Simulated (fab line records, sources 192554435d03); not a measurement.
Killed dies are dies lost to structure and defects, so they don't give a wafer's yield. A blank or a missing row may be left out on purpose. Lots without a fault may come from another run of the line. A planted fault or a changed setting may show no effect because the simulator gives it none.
fab line records | flow n5_finfet
record lots=8 wafers=24 last_day=17
route steps=1938 shown DUMMY_GATE@235 SD_EPI_N@267 BEOL_M4@1111 PASSIVATION@1936
lots that met no fault: from a run of the same line without faults
start_h: hours from the record's first day to the start of the lot's first wafer shown | wait_h: hours since the lot's step before | " the same as in the row above | L1.1+2: a row that stands for several wafers | - no value, or no start given | * or withheld: withheld | < > ~ a bound
route shown NAME@n: a module of which the file shows steps, and the number in the route of the first | usual: mean/standard deviation of fault-free wafers | same: alike in all rows | chamber/n: place in a boat | sites: the reading at each site | _std_site: their standard deviation | _edge_site: outer sites' mean less inner sites' | radius_mm: how far each site lies from the wafer's centre | mask NAME#n: copy n | behind: the tool/chamber that last shaped the wafer | hold: why the lot was held/for how many hours/how that ended | device: the transistor (n, p or np) that didn't switch | end of line: the same wafers' tests at the end of the route | a step without rows: its recipe alone | killed: dies lost to structure and defects at the first sort, not the wafer's yield | map: a wafer's dies, x killed, . not, _ none there
set.NAME: the setting as run; set.NAME@STEP: as run at that earlier step | model.NAME: the simulator's own value behind a step, which no gauge read
steps of the route over a sample of lots; a table a step, a row a wafer
services: from which hour (start_h, from the record's first day; less than 0 if before it) a tool's chamber was out of use, for how many hours, and why
## steps
# step N5_DUMMY_GATE_ETCH_29
# recipe chemistry=N2/H2 target=underlayer target_depth_a=130 ion_energy_ev=200 pressure_mtorr=30 source_w=840 bias_w=150 n2_flow_sccm=200 h2_flow_sccm=200
# usual drypump_motor_current_A=5.6/0.43 oes_product_au=0.79/0.08 rf_vpp_V=524.6/2.5 showerhead_plenum_p_Torr=2.56/0.082 throttle_valve_pct=17.82/0.27
# columns lot.wafer tool chamber start_h wait_h drypump_motor_current_A oes_product_au rf_hours_counter_h rf_vpp_V showerhead_plenum_p_Torr throttle_valve_pct
L700.1 rie_diel-05 1 51.62 0.0 5.0 0.75 167 526.6 2.64 17.76
L700.2 " 3 " " 5.5 0.78 124 521.0 2.45 17.93
L700.4 " 3 " " 5.5 0.79 - 521.4 2.45 17.96
L701.1 rie_diel-02 3 62.32 0.0 5.8 0.78 138 527.6 2.65 17.70
L701.2 " 2 " " 5.2 0.80 125 525.4 2.56 18.00
L701.4 " 2 " " 5.2 0.81 - 523.5 2.56 18.01
L704.1 rie_diel-02 2 81.44 0.0 5.2 0.81 132 523.3 2.55 18.03
L704.2 " 1 " " 5.4 0.95 5 525.9 2.60 17.57
L704.3 " 3 " " 5.8 0.77 145 527.3 2.64 17.72
L713.1 rie_diel-05 1 130.89 0.0 5.1 0.73 190 526.3 2.63 17.80
L713.3 " 3 " " 5.5 0.76 149 520.5 2.44 17.99
L713.4 " 2 " " 6.3 0.70 200 521.6 2.42 18.20
L714.1 rie_diel-02 0 136.58 0.0 5.9 0.93 16 528.2 2.70 17.20
L714.3 " 2 " " 5.2 0.77 150 524.3 2.55 18.05
L714.6 " 2 " " 5.2 0.77 - 524.6 2.55 18.05
L719.2 rie_diel-02 1 165.99 0.0 5.4 0.87 30 524.8 2.59 17.60
L719.4 " 0 " " 5.9 0.92 25 526.9 2.70 17.24
L719.6 " 3 " " 5.8 0.74 - 527.2 2.63 17.77
L720.1 rie_diel-02 2 173.16 0.0 5.2 0.78 160 524.2 2.54 18.07
L720.4 " 3 " " 5.8 0.75 172 526.4 2.63 17.77
L720.6 " 3 " " 5.8 0.74 - 526.8 2.63 17.77
L722.3 rie_diel-05 1 184.15 0.0 5.0 0.72 206 526.0 2.62 17.83
L722.4 " 3 " " 5.5 0.75 165 520.4 2.44 18.01
L722.5 " 0 " " 6.4 0.69 - 522.9 2.51 18.22
# step N5_SD_EPI_N_EXPOSE_06
# recipe mask_id=SD_N_BLK na=1.35 source_shape=conventional sigma_outer=0.8 polarization=unpolarized target_cd_nm=120 dose_mj=39.75
# usual exposure_dose_mJ_cm2=39.73/0.044
# columns lot.wafer tool chamber start_h wait_h mask exposure_dose_mJ_cm2
L700.1 arfi_scanner-03 0 53.75 - SD_N_BLK#0 39.79
L700.2 " 0 " " SD_N_BLK#0 39.78
L700.4 " 0 " " SD_N_BLK#0 39.73
L701.1 arfi_scanner-02 0 64.63 - SD_N_BLK#0 39.67
L701.2 " 0 " " SD_N_BLK#0 39.74
L701.4 " 0 " " SD_N_BLK#0 39.69
L704.1 arfi_scanner-03 0 83.65 - SD_N_BLK#0 39.77
L704.2 " 0 " " SD_N_BLK#0 39.73
L704.3 " 0 " " SD_N_BLK#0 39.80
L713.1 arfi_scanner-03 0 133.44 - SD_N_BLK#0 39.70
L713.3 " 0 " " SD_N_BLK#0 39.69
L713.4 " 0 " " SD_N_BLK#0 39.69
L714.1 arfi_scanner-03 0 138.42 - SD_N_BLK#0 39.79
L714.3 " 0 " " SD_N_BLK#0 39.78
L714.6 " 0 " " SD_N_BLK#0 39.75
L719.2 arfi_scanner-02 0 168.24 - SD_N_BLK#0 39.66
L719.4 " 0 " " SD_N_BLK#0 39.73
L719.6 " 0 " " SD_N_BLK#0 39.71
L720.1 arfi_scanner-02 0 175.49 - SD_N_BLK#0 39.64
L720.4 " 0 " " SD_N_BLK#0 39.69
L720.6 " 0 " " SD_N_BLK#0 39.69
L722.3 arfi_scanner-01 0 186.13 - SD_N_BLK#0 39.79
L722.4 " 0 " " SD_N_BLK#0 39.76
L722.5 " 0 " " SD_N_BLK#0 39.84
# step N5_SD_EPI_N_OVL_MEAS_10
# recipe points_per_wafer=44
# usual SD_N_BLK_OVL=-0.3/0.77
# columns lot.wafer tool chamber start_h wait_h SD_N_BLK_OVL[nm]
L700.1 overlay-01 0 53.91 0.0 0.5
L700.2 " 0 " " -0.4
L700.4 " 0 " " -1.8
L701.1 overlay-01 0 64.78 0.0 -0.2
L701.2 " 0 " " -0.7
L701.4 " 0 " " -0.4
L704.1 overlay-02 0 83.81 0.0 -0.5
L704.2 " 0 " " -0.3
L704.3 " 0 " " -0.4
L713.1 overlay-01 0 133.60 0.0 12.7
L713.3 " 0 " " 12.7
L713.4 " 0 " " 14.0
L714.1 overlay-02 0 138.58 0.0 15.1
L714.3 " 0 " " 14.9
L714.6 " 0 " " 15.5
L719.2 overlay-02 0 168.39 0.0 0.5
L719.4 " 0 " " -0.4
L719.6 " 0 " " 0.0
L720.1 overlay-02 0 175.64 0.0 0.1
L720.4 " 0 " " 0.3
L720.6 " 0 " " 0.3
L722.3 overlay-01 0 186.27 0.0 1.3
L722.4 " 0 " " -0.1
L722.5 " 0 " " 1.7
# step N5_SD_EPI_N_DESCUM_14
# recipe chemistry=O2 time_s=7.9 source_power_w=50 bias_power_w=20 pressure_mtorr=20 rf_frequency_hz=2.712e+07 temp_c=40 resist=CAR-ArF-block o2_flow_sccm=225
# usual bias_power_w=20.00/0.061 drypump_motor_current_A=5.7/0.5 oes_product_au=0.77/0.087 rf_vpp_V=243.1/1.3 showerhead_plenum_p_Torr=2.09/0.067 throttle_valve_pct=20.45/0.24
# columns lot.wafer tool chamber start_h wait_h bias_power_w drypump_motor_current_A oes_product_au rf_hours_counter_h rf_vpp_V showerhead_plenum_p_Torr throttle_valve_pct
L700.1 rie_diel-06 1 53.97 0.0 19.87 5.3 0.71 188 242.6 2.07 20.36
L700.2 " 2 " " 19.96 5.4 0.72 218 242.6 2.07 20.58
L700.4 " 0 " " 20.06 5.5 0.80 100 245.1 2.19 20.51
L701.1 rie_diel-04 2 64.97 0.2 19.94 6.5 0.70 221 240.7 1.98 20.66
L701.2 " 3 " " 19.99 5.6 0.77 143 242.3 2.00 20.10
L701.4 " 3 " " 20.00 5.6 0.76 - 241.9 2.00 20.11
L704.1 rie_diel-04 3 83.86 0.0 20.01 5.6 0.77 151 242.3 2.00 20.13
L704.2 " 1 " " 20.05 5.6 0.71 178 242.8 2.08 20.35
L704.3 " 0 " " 20.05 5.6 0.72 204 241.6 2.08 20.83
L713.1 rie_diel-01 2 133.65 0.0 20.06 5.5 0.74 157 242.8 2.09 20.26
L713.3 " 1 " " 20.02 4.9 0.98 4 241.3 2.05 20.03
L713.4 " 3 " " 20.06 5.8 0.93 - 243.6 2.15 20.32
L714.1 rie_diel-04 1 139.38 0.8 20.00 5.6 0.71 200 241.8 2.07 20.37
L714.3 " 3 " " 20.06 5.6 0.75 173 241.5 1.99 20.15
L714.6 " 1 " " 20.00 5.6 0.70 - 242.8 2.07 20.36
L719.2 rie_diel-01 2 168.48 0.1 19.96 5.5 0.73 173 243.2 2.08 20.27
L719.4 " 0 " " 20.01 5.4 0.98 7 244.7 2.15 20.63
L719.6 " 2 " " 20.00 5.5 0.72 - 242.5 2.08 20.27
L720.1 rie_diel-04 2 175.91 0.2 20.04 6.5 0.95 7 244.8 2.23 20.30
L720.4 " 0 " " 19.99 5.6 0.69 239 243.2 2.07 20.89
L720.6 " 2 " " 19.86 6.5 0.96 - 244.9 2.23 20.31
L722.3 rie_diel-01 1 186.57 0.3 20.05 4.8 0.91 26 241.3 2.04 20.06
L722.4 " 0 " " 20.06 5.3 0.96 13 243.7 2.15 20.63
L722.5 " 0 " " 20.07 5.3 0.95 - 242.3 2.15 20.63
# step N5_SD_EPI_N_SD_RECESS_17
# recipe chemistry=HBr/Cl2/O2 target_depth_a=410 mask_material=SOC time_s=23.7 bt_time_s=3 pressure_mtorr=10 icp_w=800 bias_w=112 HBr_flow_sccm=150 Cl2_flow_sccm=80 O2_flow_sccm=12
# usual O2_flow_sccm=12.00/0.031 drypump_motor_current_A=5.8/0.46 oes_product_au=1.006/0.013 throttle_valve_pct=37.1/0.33
# columns lot.wafer tool chamber start_h wait_h O2_flow_sccm drypump_motor_current_A oes_product_au rf_hours_counter_h throttle_valve_pct
L700.1 rie_si-06 1 54.65 0.0 11.98 5.9 0.994 120 36.6
L700.2 " 0 " " 12.02 6.2 1.012 6 37.2
L700.4 " 2 " " 11.95 5.1 0.991 76 37.0
L701.1 rie_si-02 1 65.66 0.0 12.02 6.3 0.999 151 36.5
L701.2 " 3 " " 11.99 5.9 1.025 102 37.2
L701.4 " 0 " " 12.01 5.3 0.989 191 37.5
L704.1 rie_si-04 3 84.55 0.0 12.01 6.0 0.986 194 37.2
L704.2 " 1 " " 11.94 6.5 1.007 63 37.6
L704.3 " 0 " " 12.00 5.8 1.004 24 37.4
L713.1 rie_si-06 3 134.34 0.0 12.08 4.9 1.010 44 37.0
L713.3 " 1 " " 12.08 5.9 1.002 122 36.6
L713.4 " 2 " " 12.01 5.1 0.999 78 37.0
L714.1 rie_si-02 2 140.06 0.0 12.01 6.2 1.019 60 37.0
L714.3 " 3 " " 12.02 5.8 1.026 104 37.2
L714.6 " 1 " " 11.99 6.3 1.002 - 36.5
L719.2 rie_si-02 2 169.16 0.0 11.99 6.2 1.015 60 37.0
L719.4 " 0 " " 11.97 5.3 0.993 193 37.5
L719.6 " 2 " " 12.05 6.2 1.026 - 37.0
L720.1 rie_si-04 1 176.60 0.0 12.01 6.5 1.009 65 37.6
L720.4 " 0 " " 12.02 5.8 1.005 25 37.4
L720.6 " 0 " " 11.98 5.8 0.996 - 37.4
L722.3 rie_si-06 0 187.25 0.0 12.06 6.2 1.014 9 37.2
L722.4 " 3 " " 12.01 4.9 1.007 45 37.0
L722.5 " 2 " " 12.01 5.1 0.992 - 37.0
# step N5_BEOL_M4_RC_MEAS_101
# usual DIBL_N=36.4/1.5 DIBL_P=36.6/1.9 IOFF_N=0.155/0.021 IOFF_P=0.211/0.028 ION_N=671/8.6 ION_P=462/5.8 SS_N=71.5/0.5 SS_P=73.4/0.58 VT_N=250.1/2.4 VT_P=-250.1/3
# columns lot.wafer tool chamber start_h wait_h DIBL_N[mV/V] DIBL_P[mV/V] IOFF_N[nA/um] IOFF_P[nA/um] ION_N[uA/um] ION_P[uA/um] SS_N[mV/dec] SS_P[mV/dec] VT_N[mV] VT_P[mV]
L700.1 prober-01 0 176.48 0.0 35.7 35.7 0.152 0.207 677 464 71.3 73.3 249.9 -250.3
L700.2 " 0 " " 36.7 36.6 0.157 0.215 676 468 71.8 73.8 249.4 -251.7
L700.4 " 0 " " 35.8 35.5 0.149 0.198 664 460 71.7 74.5 251.1 -249.5
L701.1 prober-01 0 178.75 0.0 36.4 37.3 0.155 0.241 671 472 71.1 73.9 248.2 -247.0
L701.2 " 0 " " 36.8 37.6 0.159 0.256 664 466 70.7 73.5 248.4 -247.3
L701.4 " 0 " " 36.8 38.0 0.158 0.251 675 469 71.4 74.1 250.2 -246.1
L704.1 prober-01 0 190.62 0.0 34.9 34.8 0.137 0.224 657 464 70.6 72.8 254.1 -246.3
L704.2 " 0 " " 34.0 33.9 0.129 0.204 661 463 70.9 72.6 256.0 -251.0
L704.3 " 0 " " 33.9 33.5 0.126 0.202 660 466 71.0 72.7 249.6 -251.1
L713.1 prober-02 0 244.49 0.0 36.9 36.7 0.175 0.236 675 459 70.7 73.8 246.6 -248.5
L713.3 " 0 " " 36.0 35.0 0.158 0.202 670 460 71.4 73.5 248.5 -249.7
L713.4 " 0 " " 34.8 33.6 0.136 0.183 655 455 71.3 72.8 252.5 -252.3
L714.1 prober-02 0 253.13 0.0 36.7 36.3 0.153 0.211 667 461 71.8 73.5 250.2 -251.3
L714.3 " 0 " " 37.1 36.5 0.157 0.212 678 467 71.4 73.0 248.7 -250.3
L714.6 " 0 " " 37.5 38.4 0.169 0.252 690 474 71.5 74.4 245.7 -248.6
L719.2 prober-01 0 284.11 0.2 36.3 36.7 0.151 0.195 665 456 71.5 73.4 249.9 -251.6
L719.4 " 0 " " 37.1 38.9 0.177 0.230 673 466 71.9 74.6 247.2 -249.3
L719.6 " 0 " " 36.7 37.9 0.158 0.207 665 453 72.0 74.0 250.0 -247.9
L720.1 prober-01 0 303.81 0.0 39.8 41.7 0.233 0.282 702 480 72.2 74.6 243.9 -246.3
L720.4 " 0 " " 39.0 41.0 0.208 0.272 686 467 72.0 74.7 247.7 -247.1
L720.6 " 0 " " 38.5 39.3 0.171 0.232 672 463 71.9 73.8 251.6 -249.3
L722.3 prober-02 0 308.56 0.3 37.5 37.3 0.160 0.168 675 452 72.1 73.6 248.8 -257.4
L722.4 " 0 " " 36.8 37.3 0.155 0.173 675 458 70.9 73.6 248.2 -256.5
L722.5 " 0 " " 38.2 38.1 0.175 0.183 691 461 71.8 73.1 247.3 -256.1
# step N5_PASSIVATION_PROBE_49
# usual defect_limited_yield=91.5/1.4 killed_at_M0_to_M3=33/10 killed_at_M4_up=13/5 killed_at_contacts=13/5.6 killed_at_front_end=38/12 killed_at_other=3.9/2.7 killed_dies=100/16 killed_open=66/13 killed_short=32/7.2 sort_bin_5_function=5.0/0.97 sort_bin_6_memory=3.2/0.61 sort_n_pass=1080/16 sort_yield_pct=91.5/1.4
# same gross_dies=1180 killed_at_back_side=0 sort_bin_4_leakage[%]=0 sort_bin_8_speed[%]=0
# columns lot.wafer tool chamber start_h wait_h defect_limited_yield[%] killed_at_M0_to_M3 killed_at_M4_up killed_at_contacts killed_at_front_end killed_at_other killed_dies killed_open killed_short sort_bin_5_function[%] sort_bin_6_memory[%] sort_n_pass sort_yield_pct[%]
L714.1 prober-02 - 356.75 0.0 92.6 29 19 18 21 0 87 54 33 4.6 2.5 1093 92.6
L714.3 prober-02 - 356.85 0.1 91.1 52 14 12 24 3 105 74 29 5.6 3.1 1075 91.1
L714.6 prober-02 - 357.00 0.3 92.2 36 6 8 39 3 92 71 20 5.2 2.5 1088 92.2
# killed by level:class
L714.1 MOL_CONTACT_COAG:geometric_particle:open=10 BEOL_M4:geometric_particle:open=9 MOL_CONTACT_COAG:geometric_particle:short=8 BEOL_M3:geometric_particle:open=8 FIN_SAQP:geometric_particle:open=4 BEOL_M0_SAQP:geometric_particle:short=4 BEOL_M2:geometric_particle:short=4 STI_FIN_REVEAL:geometric_particle:open=3
L714.3 BEOL_M0_SAQP:geometric_particle:short=12 BEOL_M3:geometric_particle:open=11 MOL_CONTACT_COAG:geometric_particle:open=9 BEOL_M2:geometric_particle:open=8 BEOL_M0_SAQP:geometric_particle:open=6 BEOL_M4:geometric_particle:open=6 DUMMY_GATE:geometric_particle:open=5 BEOL_M0:geometric_particle:open=5
L714.6 STI_FIN_REVEAL:geometric_particle:open=11 BEOL_M1:geometric_particle:open=10 FIN_SAQP:geometric_particle:short=9 BEOL_M0_SAQP:geometric_particle:open=9 FIN_SAQP:geometric_particle:open=8 MOL_CONTACT_COAG:geometric_particle:open=8 BEOL_M2:geometric_particle:open=7 ILD0:geometric_particle:open=4
## services
# columns tool chamber start_h hours kind
arfi_scanner-03 - 27.72 1.3 pm
rie_diel-01 3 29.60 32.2 repair
rie_diel-05 0 30.39 36.1 repair
arfi_scanner-03 - 31.71 1.0 pm
arfi_scanner-02 - 42.40 6.8 repair
arfi_scanner-03 - 45.79 4.9 pm
rie_diel-04 1 57.67 9.6 repair
arfi_scanner-03 - 62.52 3.9 pm
arfi_scanner-02 - 66.80 1.0 pm
arfi_scanner-02 - 68.15 1.5 pm
rie_diel-05 1 79.88 4.9 repair
arfi_scanner-02 - 80.57 4.9 pm
rie_diel-01 1 86.89 2.2 repair
rie_diel-01 - 104.58 0.5 repair
arfi_scanner-03 - 104.70 6.0 pm
arfi_scanner-02 - 105.20 1.3 pm
rie_diel-02 1 110.06 6.0 repair
rie_diel-02 - 140.34 0.4 repair
arfi_scanner-03 - 153.22 1.3 pm
rie_si-02 - 153.92 14.6 pm
arfi_scanner-03 - 162.23 0.8 pm
arfi_scanner-03 - 163.65 0.7 repair
arfi_scanner-02 - 164.99 0.8 pm
arfi_scanner-02 - 176.54 0.3 repair
## key
first_sign step=N5_SD_EPI_N_OVL_MEAS_10 reading=SD_N_BLK_OVL direction=up sigmas=19 usual=-0.3 struck=14.1
effect none on later readings
met_at N5_SD_EPI_N_EXPOSE_06
struck_lots L713,L714
not_acting_at N5_DUMMY_GATE_ETCH_29,N5_SD_EPI_N_DESCUM_14,N5_SD_EPI_N_SD_RECESS_17
onset_between 83.65 133.44
fault kind=scanner_matching_overlay tool=arfi_scanner-03 chamber=- onset_h=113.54 steps=N5_SD_EPI_N_EXPOSE_06 offset=14.784
